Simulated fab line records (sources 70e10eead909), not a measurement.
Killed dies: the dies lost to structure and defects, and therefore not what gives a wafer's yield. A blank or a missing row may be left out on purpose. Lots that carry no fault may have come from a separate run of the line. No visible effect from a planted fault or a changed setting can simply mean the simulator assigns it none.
Which of the tools did it? ; flow nand harc ; 12 lots (36 wafers sampled), 1 step of a 1159-step route

## WHAT THE GAUGES READ, wafer by wafer
NHARC_A_SLIT_INSPECT_11.
lot;measured;on;raw defect count
L074;day 14 04:50;defect inspect-02;23 11 18
L076;day 14 18:33;defect inspect-01;31 36 21
L080;day 15 17:34;defect inspect-02;23 30 25
L083;day 16 05:49;defect inspect-02;24 16 26
L085;day 16 15:08;defect inspect-02;9 11 11
L084;day 16 19:51;defect inspect-01;22 23 31
L088;day 17 10:36;defect inspect-01;7 11 17
L090;day 17 22:58;defect inspect-01;30 18 22
L092;day 18 21:02;defect inspect-01;33 32 24
L091;day 18 21:29;defect inspect-01;18 10 20
L096;day 19 22:40;defect inspect-02;18 20 13
L097;day 20 16:25;defect inspect-01;8 6 10

## WHAT TOOL EACH LOT RAN ON (gives the tool, then ch and the chambers of the sampled wafers, and finally the start)
Record: no process step prior to these readings.

## THE ANSWER, worked out from the rows above alone
Rule: usual is defined by the lots themselves. Put in order of their means at a reading, lots are off if they are a third of the lots or fewer, leave a main group of 4 or more, and stand apart from it by a gap of 3 or more times the standard deviation of the main group's means; of several such gaps the widest counts. The tables above print the reading to a certain number of digits; a main group whose means all agree to those digits is not used. A lot without any number at a reading at which 4 lots or more have one is off too. Any other lot the step has rows for is counted as sound.
No lot is off on any of the readings shown, so nothing can be concluded from this.

## WHAT WAS PUT IN BY THE SIMULATOR
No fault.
